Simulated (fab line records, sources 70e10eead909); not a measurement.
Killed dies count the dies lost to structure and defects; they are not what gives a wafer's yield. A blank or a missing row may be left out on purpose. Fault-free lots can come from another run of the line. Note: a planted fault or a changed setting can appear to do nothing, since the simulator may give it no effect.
fab line records	flow nand_harc
record lots=24	wafers=72	last_day=34
route steps=1302 shown A_M1@1196 A_BONDPAD@1215 THIN_TSV@1245
lots untouched by any fault: they come from a run of this same line in which no faults occurred
start_h: start of the lot's first displayed wafer, in hours after the record's first day	wait_h: hours since the lot's step before	" identical to the entry in the row above	L1.1+2: several wafers, shown together as one row	- no value present, or no start provided	* or withheld: withheld	< > ~ a bound
route shown NAME@n: NAME is a module with steps in the file, n the number in the route of the first one	usual: mean/standard deviation of fault-free wafers	same: alike in all rows	chamber/n: place in a boat	sites: per-site readings	_std_site: the standard deviation of these	_edge_site: the outer-site mean with the inner-site mean subtracted	radius_mm: how far each site lies from the wafer's centre	mask NAME#n: copy n	behind: the tool/chamber that last shaped the wafer	hold: the reason the lot was held/the length of the hold in hours/how it ended	device: names the non-switching transistor (n, p or np)	end of line: at the end of the route, the tests of the same wafers	a step with no rows: only its recipe	killed: at the first sort, the dies lost to defects and structure; wafer yield is something else	map: shows each die of a wafer: x if killed, . if not, _ if none is there
set.NAME: the run value of the setting; set.NAME@STEP: its run value at that earlier step	model.NAME: the simulator's own value behind a step, which no gauge read
route steps across a sampled set of lots; one table per step, one row per wafer
services: the hour from which a tool's chamber was out of use, counted from the record's first day as start_h (under 0 if before that day), plus the number of hours and why
## steps
# step NHARC_A_M1_THK_MEAS_24
# recipe thk_meas_gauge=xrf
# usual thk_nm=154.0/1.6
lot.wafer	tool	chamber	start_h	wait_h	thk_nm
L074.1	film_metro-02	-	532.27	-	155.8
L074.2	"	-	"	"	154.8
L074.4	"	-	"	"	156.2
L075.1	film_metro-02	-	538.34	-	154.7
L075.2	"	-	"	"	154.1
L075.5	"	-	"	"	154.2
L076.1	film_metro-02	-	539.44	-	155.9
L076.2	"	-	"	"	153.0
L076.4	"	-	"	"	151.7
L077.1	film_metro-02	-	552.49	-	151.4
L077.2	"	-	"	"	152.2
L077.4	"	-	"	"	154.8
L078.2	film_metro-01	-	562.87	-	156.4
L078.4	"	-	"	"	153.2
L078.5	"	-	"	"	154.2
L079.1	film_metro-01	-	569.80	-	154.0
L079.2	"	-	"	"	154.3
L079.4	"	-	"	"	155.0
L080.2	film_metro-02	-	586.41	-	153.1
L080.3	"	-	"	"	153.9
L080.5	"	-	"	"	154.4
L081.4	film_metro-01	-	603.76	-	154.2
L081.5	"	-	"	"	154.2
L081.6	"	-	"	"	156.1
L083.2	film_metro-02	-	616.72	-	152.0
L083.3	"	-	"	"	152.3
L083.5	"	-	"	"	152.6
L082.4	film_metro-02	-	617.96	-	155.1
L082.5	"	-	"	"	155.3
L082.6	"	-	"	"	154.7
L084.1	film_metro-02	-	642.65	-	153.5
L084.2	"	-	"	"	155.0
L084.6	"	-	"	"	152.9
L085.2	film_metro-02	-	643.98	-	156.4
L085.3	"	-	"	"	155.2
L085.6	"	-	"	"	153.6
L087.4	film_metro-02	-	656.33	-	152.4
L087.5	"	-	"	"	153.7
L087.6	"	-	"	"	154.2
L088.2	film_metro-02	-	658.86	-	154.1
L088.4	"	-	"	"	152.1
L088.5	"	-	"	"	153.8
L086.1	film_metro-02	-	659.42	-	153.4
L086.3	"	-	"	"	155.7
L086.4	"	-	"	"	155.6
L089.1	film_metro-01	-	660.68	-	151.8
L089.2	"	-	"	"	152.4
L089.4	"	-	"	"	151.5
L091.2	film_metro-01	-	685.70	-	152.0
L091.3	"	-	"	"	152.9
L091.6	"	-	"	"	152.5
L090.1	film_metro-02	-	687.14	-	152.4
L090.3	"	-	"	"	151.7
L090.4	"	-	"	"	157.7
L092.2	film_metro-01	-	705.99	-	152.3
L092.3	"	-	"	"	153.2
L092.5	"	-	"	"	155.9
L093.2	film_metro-01	-	710.61	-	153.0
L093.3	"	-	"	"	151.2
L093.6	"	-	"	"	151.8
L094.1	film_metro-01	-	715.08	-	156.4
L094.3	"	-	"	"	154.0
L094.4	"	-	"	"	157.1
L095.2	film_metro-02	-	732.91	-	156.3
L095.4	"	-	"	"	156.4
L095.5	"	-	"	"	154.1
L096.2	film_metro-02	-	733.62	-	155.4
L096.4	"	-	"	"	154.4
L096.6	"	-	"	"	156.2
L097.1	film_metro-01	-	775.48	-	153.2
L097.3	"	-	"	"	156.8
L097.5	"	-	"	"	153.2
# step NHARC_A_BONDPAD_CD_MEAS_09
# recipe target_cd_nm=500	landing_energy_ev=500
# usual cd_nm=499.7/1.7
lot.wafer	tool	chamber	start_h	wait_h	cd_nm
L074.1	cd_sem-01	0	534.36	-	502.2
L074.2	"	0	"	"	500.2
L074.4	"	0	"	"	500.6
L075.1	cd_sem-01	0	540.44	-	499.4
L075.2	"	0	"	"	500.6
L075.5	"	0	"	"	501.4
L076.1	cd_sem-01	0	541.52	-	501.1
L076.2	"	0	"	"	496.5
L076.4	"	0	"	"	498.3
L077.1	cd_sem-03	0	554.57	-	498.5
L077.2	"	0	"	"	498.0
L077.4	"	0	"	"	498.5
L078.2	cd_sem-03	0	565.11	-	498.1
L078.4	"	0	"	"	500.1
L078.5	"	0	"	"	500.2
L079.1	cd_sem-01	0	571.88	-	499.4
L079.2	"	0	"	"	502.1
L079.4	"	0	"	"	499.0
L080.2	cd_sem-02	0	588.49	-	498.2
L080.3	"	0	"	"	499.8
L080.5	"	0	"	"	498.9
L081.4	cd_sem-01	0	605.85	-	501.8
L081.5	"	0	"	"	500.9
L081.6	"	0	"	"	503.1
L083.2	cd_sem-03	0	618.80	-	502.4
L083.3	"	0	"	"	501.8
L083.5	"	0	"	"	502.4
L082.4	cd_sem-01	0	620.05	-	499.8
L082.5	"	0	"	"	499.0
L082.6	"	0	"	"	497.8
L084.1	cd_sem-01	0	644.73	-	500.5
L084.2	"	0	"	"	502.4
L084.6	"	0	"	"	502.7
L085.2	cd_sem-03	0	645.94	-	500.5
L085.3	"	0	"	"	500.5
L085.6	"	0	"	"	499.6
L087.4	cd_sem-03	0	658.42	-	500.8
L087.5	"	0	"	"	498.2
L087.6	"	0	"	"	498.5
L088.2	cd_sem-02	0	660.95	-	499.2
L088.4	"	0	"	"	498.4
L088.5	"	0	"	"	498.5
L086.1	cd_sem-03	0	661.51	-	501.3
L086.3	"	0	"	"	500.5
L086.4	"	0	"	"	500.8
L089.1	cd_sem-01	0	662.80	-	499.9
L089.2	"	0	"	"	500.4
L089.4	"	0	"	"	501.5
L091.2	cd_sem-02	0	687.71	-	498.3
L091.3	"	0	"	"	497.7
L091.6	"	0	"	"	501.2
L090.1	cd_sem-02	0	689.22	-	500.6
L090.3	"	0	"	"	500.1
L090.4	"	0	"	"	499.0
L092.2	cd_sem-01	0	708.07	-	498.1
L092.3	"	0	"	"	500.9
L092.5	"	0	"	"	499.4
L093.2	cd_sem-02	0	712.69	-	496.1
L093.3	"	0	"	"	495.6
L093.6	"	0	"	"	497.1
L094.1	cd_sem-02	0	717.03	-	499.2
L094.3	"	0	"	"	499.3
L094.4	"	0	"	"	499.2
L095.2	cd_sem-03	0	734.87	-	500.6
L095.4	"	0	"	"	502.4
L095.5	"	0	"	"	501.2
L096.2	cd_sem-01	0	735.70	-	497.6
L096.4	"	0	"	"	500.2
L096.6	"	0	"	"	500.3
L097.1	cd_sem-01	0	777.56	-	501.0
L097.3	"	0	"	"	500.9
L097.5	"	0	"	"	498.5
# step NHARC_A_BONDPAD_CD_MEAS_13
# usual cd_nm=499.3/1.8
lot.wafer	tool	chamber	start_h	wait_h	cd_nm
L074.1	cd_sem-03	-	534.89	-	502.2
L074.2	"	-	"	"	500.6
L074.4	"	-	"	"	500.6
L075.1	cd_sem-03	-	540.97	-	499.6
L075.2	"	-	"	"	500.9
L075.5	"	-	"	"	500.3
L076.1	cd_sem-03	-	542.05	-	501.3
L076.2	"	-	"	"	495.5
L076.4	"	-	"	"	498.1
L077.1	cd_sem-03	-	555.10	-	496.9
L077.2	"	-	"	"	497.8
L077.4	"	-	"	"	499.1
L078.2	cd_sem-03	-	565.79	0.2	497.5
L078.4	"	-	"	"	500.9
L078.5	"	-	"	"	500.0
L079.1	cd_sem-01	-	572.41	-	497.5
L079.2	"	-	"	"	500.7
L079.4	"	-	"	"	498.3
L080.2	cd_sem-03	-	589.01	-	497.4
L080.3	"	-	"	"	499.7
L080.5	"	-	"	"	499.5
L081.4	cd_sem-02	-	606.43	-	502.1
L081.5	"	-	"	"	500.7
L081.6	"	-	"	"	502.4
L083.2	cd_sem-03	-	619.33	-	503.3
L083.3	"	-	"	"	502.4
L083.5	"	-	"	"	501.7
L082.4	cd_sem-03	-	620.58	-	499.6
L082.5	"	-	"	"	499.3
L082.6	"	-	"	"	497.9
L084.1	cd_sem-03	-	645.26	-	500.9
L084.2	"	-	"	"	502.1
L084.6	"	-	"	"	501.5
L085.2	cd_sem-03	-	646.47	-	499.0
L085.3	"	-	"	"	499.3
L085.6	"	-	"	"	498.4
L087.4	cd_sem-03	-	658.95	-	499.9
L087.5	"	-	"	"	496.8
L087.6	"	-	"	"	496.3
L088.2	cd_sem-01	-	661.48	-	498.7
L088.4	"	-	"	"	497.3
L088.5	"	-	"	"	498.5
L086.1	cd_sem-01	-	662.04	-	500.2
L086.3	"	-	"	"	501.0
L086.4	"	-	"	"	500.3
L089.1	cd_sem-01	-	663.33	-	499.2
L089.2	"	-	"	"	499.5
L089.4	"	-	"	"	501.7
L091.2	cd_sem-02	-	688.24	-	498.6
L091.3	"	-	"	"	496.3
L091.6	"	-	"	"	500.5
L090.1	cd_sem-02	-	689.79	-	500.5
L090.3	"	-	"	"	500.1
L090.4	"	-	"	"	497.3
L092.2	cd_sem-01	-	708.60	-	497.4
L092.3	"	-	"	"	499.5
L092.5	"	-	"	"	498.3
L093.2	cd_sem-02	-	713.22	-	494.6
L093.3	"	-	"	"	495.3
L093.6	"	-	"	"	496.5
L094.1	cd_sem-02	-	717.56	-	498.1
L094.3	"	-	"	"	499.5
L094.4	"	-	"	"	499.1
L095.2	cd_sem-03	-	735.40	-	499.4
L095.4	"	-	"	"	502.1
L095.5	"	-	"	"	499.7
L096.2	cd_sem-01	-	736.23	-	497.0
L096.4	"	-	"	"	499.0
L096.6	"	-	"	"	500.0
L097.1	cd_sem-03	-	778.54	-	500.4
L097.3	"	-	"	"	501.6
L097.5	"	-	"	"	497.3
# step NHARC_THIN_TSV_CMP_01
# recipe target_thk_um=3
# usual motor_current_A=12.0/1.2	slurry_flow_ml_min=150.1/0.48
lot.wafer	tool	chamber	start_h	wait_h	motor_current_A	slurry_flow_ml_min
L074.2	cmp-04	1	548.02	0.8	11.3	150.1
L074.1	"	3	"	"	11.7	150.5
L074.4	"	0	"	"	10.7	149.6
L075.2	cmp-04	0	554.46	0.8	11.4	150.2
L075.1	"	3	"	"	11.0	149.8
L075.5	"	0	"	"	11.4	150.5
L076.4	cmp-02	1	555.70	0.5	12.3	149.7
L076.1	"	2	"	"	12.7	151.0
L076.2	"	3	"	"	12.5	149.9
L077.2	cmp-01	1	568.24	0.9	11.5	150.4
L077.1	"	2	"	"	10.0	150.1
L077.4	"	3	"	"	12.2	150.4
L078.2	cmp-02	0	579.60	0.9	12.1	150.0
L078.4	"	1	"	"	12.5	149.7
L078.5	"	3	"	"	11.7	149.6
L079.1	cmp-01	0	585.68	1.0	13.7	150.2
L079.2	"	1	"	"	11.5	149.1
L079.4	"	3	"	"	12.4	149.7
L080.2	cmp-01	1	602.54	0.9	11.7	150.0
L080.3	"	2	"	"	10.0	150.2
L080.5	"	3	"	"	12.4	150.4
L081.4	cmp-04	2	621.65	0.5	14.3	151.0
L081.6	"	3	"	"	11.4	149.7
L081.5	"	0	"	"	10.3	149.8
L083.3	cmp-01	3	632.46	0.6	12.4	150.2
L083.2	"	1	"	"	11.0	150.6
L083.5	"	0	"	"	14.0	149.7
L082.4	cmp-04	3	633.74	0.5	12.0	150.1
L082.5	"	0	"	"	11.4	149.7
L082.6	"	1	"	"	11.4	150.3
L084.2	cmp-01	3	658.37	0.9	12.4	150.1
L084.1	"	1	"	"	10.9	150.3
L084.6	"	2	"	"	9.8	149.7
L085.2	cmp-04	3	659.58	0.9	10.8	149.7
L085.3	"	0	"	"	11.2	149.9
L085.6	"	2	"	"	14.2	150.1
L087.4	cmp-04	3	672.08	0.4	11.2	150.0
L087.6	"	3	"	"	10.7	149.8
L087.5	"	0	"	"	10.6	149.7
L088.2	cmp-04	0	673.30	0.8	10.7	149.6
L088.4	"	1	"	"	10.9	150.9
L088.5	"	1	"	"	11.7	150.9
L086.3	cmp-02	0	676.37	0.6	12.2	150.4
L086.1	"	2	"	"	11.8	150.3
L086.4	"	3	"	"	11.9	149.7
L089.2	cmp-04	1	677.58	0.8	11.8	149.8
L089.1	"	3	"	"	11.0	148.9
L089.4	"	0	"	"	11.1	150.4
L091.2	cmp-02	0	702.19	0.8	12.2	149.9
L091.3	"	1	"	"	12.1	150.1
L091.6	"	0	"	"	12.4	149.3
L090.3	cmp-04	3	703.40	0.6	11.2	150.7
L090.1	"	0	"	"	11.0	151.3
L090.4	"	1	"	"	11.1	149.9
L092.2	cmp-04	1	721.85	0.9	11.3	150.2
L092.3	"	2	"	"	13.8	150.1
L092.5	"	0	"	"	10.9	150.1
L093.2	cmp-04	0	729.64	0.8	11.1	150.2
L093.3	"	1	"	"	10.5	150.8
L093.6	"	1	"	"	11.5	149.8
L094.3	cmp-02	2	730.82	0.6	11.5	150.5
L094.4	"	0	"	"	12.1	150.0
L094.1	"	1	"	"	12.2	150.2
L095.2	cmp-04	3	756.34	0.8	11.4	150.4
L095.4	"	2	"	"	14.6	150.8
L095.5	"	3	"	"	11.5	149.5
L096.4	cmp-01	3	757.56	0.4	12.4	150.6
L096.2	"	2	"	"	10.6	150.5
L096.6	"	3	"	"	12.6	150.5
L097.3	cmp-04	1	791.59	0.7	11.5	149.9
L097.1	"	3	"	"	11.4	150.2
L097.5	"	1	"	"	11.4	150.5
# step NHARC_THIN_TSV_CD_MEAS_12
# recipe target_cd_nm=1000	landing_energy_ev=500
# usual cd_nm=999.7/2.3
lot.wafer	tool	chamber	start_h	wait_h	cd_nm
L074.1	cd_sem-02	0	549.34	-	997.5
L074.2	"	0	"	"	996.8
L074.4	"	0	"	"	997.7
L075.1	cd_sem-01	0	555.64	-	1002.5
L075.2	"	0	"	"	1001.2
L075.5	"	0	"	"	1000.9
L076.1	cd_sem-03	0	557.00	-	1000.1
L076.2	"	0	"	"	1000.4
L076.4	"	0	"	"	1001.5
L077.1	cd_sem-03	0	569.53	-	1001.5
L077.2	"	0	"	"	999.9
L077.4	"	0	"	"	1001.2
L078.2	cd_sem-03	0	580.87	-	999.7
L078.4	"	0	"	"	1001.3
L078.5	"	0	"	"	1001.6
L079.1	cd_sem-01	0	587.00	-	999.3
L079.2	"	0	"	"	996.6
L079.4	"	0	"	"	997.4
L080.2	cd_sem-02	0	603.81	-	999.9
L080.3	"	0	"	"	1000.8
L080.5	"	0	"	"	1001.5
L081.4	cd_sem-01	0	622.77	-	1000.6
L081.5	"	0	"	"	999.7
L081.6	"	0	"	"	1001.7
L083.2	cd_sem-02	0	633.79	-	1001.3
L083.3	"	0	"	"	1001.7
L083.5	"	0	"	"	1002.1
L082.4	cd_sem-02	0	634.98	-	997.0
L082.5	"	0	"	"	994.7
L082.6	"	0	"	"	997.6
L084.1	cd_sem-01	0	659.66	-	997.6
L084.2	"	0	"	"	996.0
L084.6	"	0	"	"	997.9
L085.2	cd_sem-01	0	660.86	-	997.6
L085.3	"	0	"	"	995.3
L085.6	"	0	"	"	996.0
L087.4	cd_sem-01	0	673.28	-	1001.2
L087.5	"	0	"	"	998.5
L087.6	"	0	"	"	1001.3
L088.2	cd_sem-03	0	674.62	-	1001.0
L088.4	"	0	"	"	1002.3
L088.5	"	0	"	"	1000.5
L086.1	cd_sem-01	0	677.68	-	995.5
L086.3	"	0	"	"	997.5
L086.4	"	0	"	"	998.8
L089.1	cd_sem-02	0	678.89	-	998.2
L089.2	"	0	"	"	1000.0
L089.4	"	0	"	"	1000.1
L091.2	cd_sem-02	0	703.38	-	998.2
L091.3	"	0	"	"	999.3
L091.6	"	0	"	"	997.4
L090.1	cd_sem-02	0	704.72	-	1002.4
L090.3	"	0	"	"	1000.4
L090.4	"	0	"	"	1002.4
L092.2	cd_sem-01	0	723.12	-	999.8
L092.3	"	0	"	"	1002.2
L092.5	"	0	"	"	1001.3
L093.2	cd_sem-03	0	730.95	-	1001.3
L093.3	"	0	"	"	998.7
L093.6	"	0	"	"	1003.9
L094.1	cd_sem-02	0	732.14	-	998.1
L094.3	"	0	"	"	1000.4
L094.4	"	0	"	"	1003.0
L095.2	cd_sem-02	0	757.65	-	996.3
L095.4	"	0	"	"	999.3
L095.5	"	0	"	"	998.2
L096.2	cd_sem-01	0	758.87	-	1002.3
L096.4	"	0	"	"	998.3
L096.6	"	0	"	"	998.1
L097.1	cd_sem-02	0	792.90	-	1002.4
L097.3	"	0	"	"	1002.9
L097.5	"	0	"	"	1002.7
# step NHARC_THIN_TSV_STRIP_62
# recipe power_w=1500	temp_c=250	time_s=20	chemistry=N2/H2
# usual drypump_motor_current_A=5.2/0.4	heater_power_w=326/10
lot.wafer	tool	chamber	start_h	wait_h	drypump_motor_current_A	heater_power_w	rf_hours_counter_h
L074.2	plasma_asher-01	1	552.13	-	5.1	321	6
L074.1	"	0	"	"	5.0	321	6
L074.4	"	1	"	"	5.1	335	-
L075.2	plasma_asher-02	0	558.24	-	5.9	335	30
L075.1	"	1	"	"	4.9	325	30
L075.5	"	0	"	"	5.9	331	-
L076.1	plasma_asher-02	1	559.58	-	4.9	329	30
L076.2	"	0	"	"	5.9	332	30
L076.4	"	1	"	"	4.9	327	-
L077.1	plasma_asher-01	1	572.27	-	5.0	327	9
L077.2	"	0	"	"	5.0	320	9
L077.4	"	1	"	"	5.1	339	-
L078.2	plasma_asher-01	1	583.50	-	5.1	335	12
L078.4	"	0	"	"	5.0	316	-
L078.5	"	1	"	"	5.1	330	-
L079.1	plasma_asher-02	1	589.62	-	4.9	321	35
L079.2	"	0	"	"	5.9	326	35
L079.4	"	0	"	"	5.9	321	-
L080.2	plasma_asher-01	0	606.51	-	4.9	318	16
L080.3	"	1	"	"	5.0	327	-
L080.5	"	1	"	"	5.1	343	-
L081.4	plasma_asher-01	0	625.42	-	5.0	310	-
L081.5	"	0	"	"	5.0	322	-
L081.6	"	1	"	"	5.1	319	-
L083.2	plasma_asher-02	1	636.39	-	4.9	328	4
L083.3	"	0	"	"	5.9	329	-
L083.5	"	1	"	"	4.9	334	-
L082.4	plasma_asher-01	1	638.00	-	5.0	328	-
L082.6	"	1	"	"	5.1	323	-
L082.5	"	0	"	"	4.9	315	-
L084.2	plasma_asher-02	1	662.25	-	4.9	339	10
L084.1	"	0	"	"	5.9	335	10
L084.6	"	0	"	"	5.9	336	-
L085.2	plasma_asher-02	0	663.45	-	5.8	338	10
L085.3	"	0	"	"	5.9	336	-
L085.6	"	0	"	"	5.8	339	-
L087.4	plasma_asher-01	1	676.12	-	5.1	326	-
L087.5	"	1	"	"	5.1	323	-
L087.6	"	0	"	"	4.9	311	-
L088.2	plasma_asher-02	1	677.34	-	4.9	336	13
L088.4	"	1	"	"	4.9	330	-
L088.5	"	0	"	"	5.9	335	-
L086.1	plasma_asher-02	1	680.29	-	4.9	330	14
L086.3	"	0	"	"	5.9	340	-
L086.4	"	1	"	"	4.9	325	-
L089.1	plasma_asher-01	1	681.56	-	5.0	336	33
L089.2	"	0	"	"	5.0	308	33
L089.4	"	1	"	"	5.0	323	-
L091.2	plasma_asher-01	1	706.30	-	5.1	311	0
L091.3	"	0	"	"	4.9	308	-
L091.6	"	1	"	"	5.1	311	-
L090.1	plasma_asher-02	0	707.35	-	5.9	336	20
L090.3	"	1	"	"	4.9	330	-
L090.4	"	0	"	"	5.9	338	-
L092.2	plasma_asher-02	1	725.75	-	4.9	333	25
L092.3	"	0	"	"	5.9	337	-
L092.5	"	1	"	"	4.9	338	-
L093.2	plasma_asher-02	1	733.87	-	4.9	334	27
L093.3	"	0	"	"	5.9	344	-
L093.6	"	0	"	"	5.9	328	-
L094.1	plasma_asher-02	1	734.87	-	4.9	330	27
L094.4	"	1	"	"	4.9	334	-
L094.3	"	0	"	"	5.9	329	-
L095.2	plasma_asher-01	1	760.34	-	5.1	316	10
L095.4	"	0	"	"	5.0	318	-
L095.5	"	1	"	"	5.1	309	-
L096.2	plasma_asher-01	1	761.46	-	5.1	308	11
L096.4	"	1	"	"	5.1	317	-
L096.6	"	1	"	"	5.1	319	-
L097.1	plasma_asher-01	1	795.52	-	5.1	317	16
L097.3	"	0	"	"	4.9	310	-
L097.5	"	0	"	"	5.0	313	-
## services
tool	chamber	start_h	hours	kind
cmp-01	-	524.94	0.5	repair
cmp-02	-	526.50	4.0	pm
cmp-01	-	578.39	4.0	pm
cmp-02	-	580.17	1.4	repair
cmp-04	-	601.10	4.0	pm
plasma_asher-02	-	603.32	9.0	pm
plasma_asher-02	-	621.65	4.1	repair
cmp-04	-	624.16	0.5	repair
cmp-02	-	624.50	4.0	pm
cmp-02	-	632.05	1.3	repair
cmp-01	-	636.58	2.5	repair
cmp-04	-	653.48	1.7	repair
cmp-01	-	676.41	4.0	pm
cmp-04	-	688.39	4.1	repair
plasma_asher-01	-	696.20	9.0	pm
cmp-04	-	699.10	4.0	pm
cmp-01	-	710.93	0.5	repair
cmp-02	-	722.50	4.0	pm
plasma_asher-01	-	730.23	6.3	repair
cmp-02	-	752.15	0.4	repair
cmp-04	-	772.71	0.7	repair
cmp-01	-	774.51	4.0	pm
plasma_asher-02	-	780.32	9.0	pm
cmp-04	-	793.20	2.0	repair
## key
fault none
